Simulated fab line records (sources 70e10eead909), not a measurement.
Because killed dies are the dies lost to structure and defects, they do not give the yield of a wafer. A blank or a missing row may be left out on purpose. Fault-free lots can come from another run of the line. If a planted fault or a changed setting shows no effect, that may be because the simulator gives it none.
Chamber matching || flow nand_harc || rie_diel-09 running NHARC_A_STAIRCASE_DESCUM_186: 4 sister chambers
The step chemistry O2, time 3 s. 22 wafers are shown with their chamber, then 11 later ones without.

## EACH WAFER AND ITS CHAMBER
{"wafer": "L074.1", "chamber": 1, "drypump_motor_current_A (A)": 5.7, "showerhead_plenum_p_Torr (Torr)": 1.95, "oes_product_au (a.u.)": 0.999}
{"wafer": "L074.2", "chamber": 2, "drypump_motor_current_A (A)": 6.2, "showerhead_plenum_p_Torr (Torr)": 1.96, "oes_product_au (a.u.)": 1.010}
{"wafer": "L074.4", "chamber": 0, "drypump_motor_current_A (A)": 4.8, "showerhead_plenum_p_Torr (Torr)": 1.91, "oes_product_au (a.u.)": 1.003}
{"wafer": "L075.1", "chamber": 3, "drypump_motor_current_A (A)": 6.4, "showerhead_plenum_p_Torr (Torr)": 1.95, "oes_product_au (a.u.)": 0.988}
{"wafer": "L075.4", "chamber": 1, "drypump_motor_current_A (A)": 5.7, "showerhead_plenum_p_Torr (Torr)": 1.95, "oes_product_au (a.u.)": 0.981}
{"wafer": "L075.6", "chamber": 1, "drypump_motor_current_A (A)": 5.7, "showerhead_plenum_p_Torr (Torr)": 1.95, "oes_product_au (a.u.)": 0.999}
{"wafer": "L079.3", "chamber": 0, "drypump_motor_current_A (A)": 4.8, "showerhead_plenum_p_Torr (Torr)": 1.91, "oes_product_au (a.u.)": 1.005}
{"wafer": "L079.4", "chamber": 2, "drypump_motor_current_A (A)": 6.2, "showerhead_plenum_p_Torr (Torr)": 1.96, "oes_product_au (a.u.)": 1.002}
{"wafer": "L079.5", "chamber": 0, "drypump_motor_current_A (A)": 4.8, "showerhead_plenum_p_Torr (Torr)": 1.91, "oes_product_au (a.u.)": 1.007}
{"wafer": "L080.1", "chamber": 0, "drypump_motor_current_A (A)": 4.8, "showerhead_plenum_p_Torr (Torr)": 1.91, "oes_product_au (a.u.)": 1.008}
{"wafer": "L080.2", "chamber": 2, "drypump_motor_current_A (A)": 6.2, "showerhead_plenum_p_Torr (Torr)": 1.96, "oes_product_au (a.u.)": 0.998}
{"wafer": "L080.5", "chamber": 2, "drypump_motor_current_A (A)": 6.2, "showerhead_plenum_p_Torr (Torr)": 1.96, "oes_product_au (a.u.)": 1.008}
{"wafer": "L083.3", "chamber": 3, "drypump_motor_current_A (A)": 6.3, "showerhead_plenum_p_Torr (Torr)": 1.95, "oes_product_au (a.u.)": 0.993}
{"wafer": "L083.4", "chamber": 2, "drypump_motor_current_A (A)": 6.2, "showerhead_plenum_p_Torr (Torr)": 1.96, "oes_product_au (a.u.)": 1.010}
{"wafer": "L083.5", "chamber": 0, "drypump_motor_current_A (A)": 4.8, "showerhead_plenum_p_Torr (Torr)": 1.90, "oes_product_au (a.u.)": 0.995}
{"wafer": "L082.1", "chamber": 3, "drypump_motor_current_A (A)": 6.3, "showerhead_plenum_p_Torr (Torr)": 1.95, "oes_product_au (a.u.)": 0.997}
{"wafer": "L082.5", "chamber": 0, "drypump_motor_current_A (A)": 4.8, "showerhead_plenum_p_Torr (Torr)": 1.90, "oes_product_au (a.u.)": 0.994}
{"wafer": "L082.6", "chamber": 1, "drypump_motor_current_A (A)": 5.8, "showerhead_plenum_p_Torr (Torr)": 1.95, "oes_product_au (a.u.)": 1.003}
{"wafer": "L082.2", "chamber": 0, "drypump_motor_current_A (A)": 4.8, "showerhead_plenum_p_Torr (Torr)": 1.90, "oes_product_au (a.u.)": 1.003}
{"wafer": "L082.3", "chamber": 1, "drypump_motor_current_A (A)": 5.8, "showerhead_plenum_p_Torr (Torr)": 1.95, "oes_product_au (a.u.)": 0.992}
{"wafer": "L082.4", "chamber": 3, "drypump_motor_current_A (A)": 6.3, "showerhead_plenum_p_Torr (Torr)": 1.95, "oes_product_au (a.u.)": 1.002}
{"wafer": "L084.1", "chamber": 0, "drypump_motor_current_A (A)": 4.8, "showerhead_plenum_p_Torr (Torr)": 1.90, "oes_product_au (a.u.)": 1.007}

SIGNATURES, as means of the wafers listed above
{"reading": "drypump_motor_current_A", "chamber 0": 4.800, "chamber 1": 5.740, "chamber 2": 6.200, "chamber 3": 6.325, "scatter within a chamber": 0.0329}
{"reading": "showerhead_plenum_p_Torr", "chamber 0": 1.9050, "chamber 1": 1.9500, "chamber 2": 1.9600, "chamber 3": 1.9500, "scatter within a chamber": 0.00333}
{"reading": "oes_product_au", "chamber 0": 1.00275, "chamber 1": 0.99480, "chamber 2": 1.00560, "chamber 3": 0.99500, "scatter within a chamber": 0.00636}
Rule: a wafer lies at a distance from a chamber equal to the root of the sum of squares, over the readings, of (its reading less the chamber's mean, divided by the reading's scatter). If the next closest chamber is less than 2 further off than the closest, the wafer can't be placed; otherwise it belongs to the closest. The scatter: take each reading less its chamber's mean, square it, sum over the shown wafers, divide by the number of wafers less the number of chambers, and take the root.

## WAFERS MISSING THEIR CHAMBER
{"wafer": "L084.4", "drypump_motor_current_A (A)": 6.2, "showerhead_plenum_p_Torr (Torr)": 1.95, "oes_product_au (a.u.)": 1.009}
{"wafer": "L084.5", "drypump_motor_current_A (A)": 4.8, "showerhead_plenum_p_Torr (Torr)": 1.90, "oes_product_au (a.u.)": 0.988}
{"wafer": "L087.2", "drypump_motor_current_A (A)": 6.2, "showerhead_plenum_p_Torr (Torr)": 1.95, "oes_product_au (a.u.)": 1.004}
{"wafer": "L087.5", "drypump_motor_current_A (A)": 6.2, "showerhead_plenum_p_Torr (Torr)": 1.95, "oes_product_au (a.u.)": 1.009}
{"wafer": "L087.6", "drypump_motor_current_A (A)": 5.8, "showerhead_plenum_p_Torr (Torr)": 1.94, "oes_product_au (a.u.)": 0.999}
{"wafer": "L089.1", "drypump_motor_current_A (A)": 4.8, "showerhead_plenum_p_Torr (Torr)": 1.90, "oes_product_au (a.u.)": 1.006}
{"wafer": "L089.4", "drypump_motor_current_A (A)": 6.2, "showerhead_plenum_p_Torr (Torr)": 1.95, "oes_product_au (a.u.)": 1.016}
{"wafer": "L089.5", "drypump_motor_current_A (A)": 6.4, "showerhead_plenum_p_Torr (Torr)": 1.94, "oes_product_au (a.u.)": 0.997}
{"wafer": "L091.3", "drypump_motor_current_A (A)": 4.8, "showerhead_plenum_p_Torr (Torr)": 1.90, "oes_product_au (a.u.)": 1.005}
{"wafer": "L091.4", "drypump_motor_current_A (A)": 6.3, "showerhead_plenum_p_Torr (Torr)": 1.94, "oes_product_au (a.u.)": 1.009}
{"wafer": "L091.5", "drypump_motor_current_A (A)": 6.2, "showerhead_plenum_p_Torr (Torr)": 1.95, "oes_product_au (a.u.)": 1.000}

## EACH ONE'S CHAMBER
{"wafer": "L084.4", "from the rows above": "can't be placed: 2 or 3", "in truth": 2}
{"wafer": "L084.5", "from the rows above": 0, "in truth": 0}
{"wafer": "L087.2", "from the rows above": "can't be placed: 2 or 3", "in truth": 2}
{"wafer": "L087.5", "from the rows above": "can't be placed: 2 or 3", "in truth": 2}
{"wafer": "L087.6", "from the rows above": 1, "in truth": 1}
{"wafer": "L089.1", "from the rows above": 0, "in truth": 0}
{"wafer": "L089.4", "from the rows above": "can't be placed: 2 or 3", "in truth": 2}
{"wafer": "L089.5", "from the rows above": 3, "in truth": 3}
{"wafer": "L091.3", "from the rows above": 0, "in truth": 0}
{"wafer": "L091.4", "from the rows above": 3, "in truth": 3}
{"wafer": "L091.5", "from the rows above": "can't be placed: 2 or 3", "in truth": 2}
Correctly placed: 6 of 11. Unplaceable from these rows: 5, with the true chamber sitting among the candidates in 5. 0 placed wrongly.
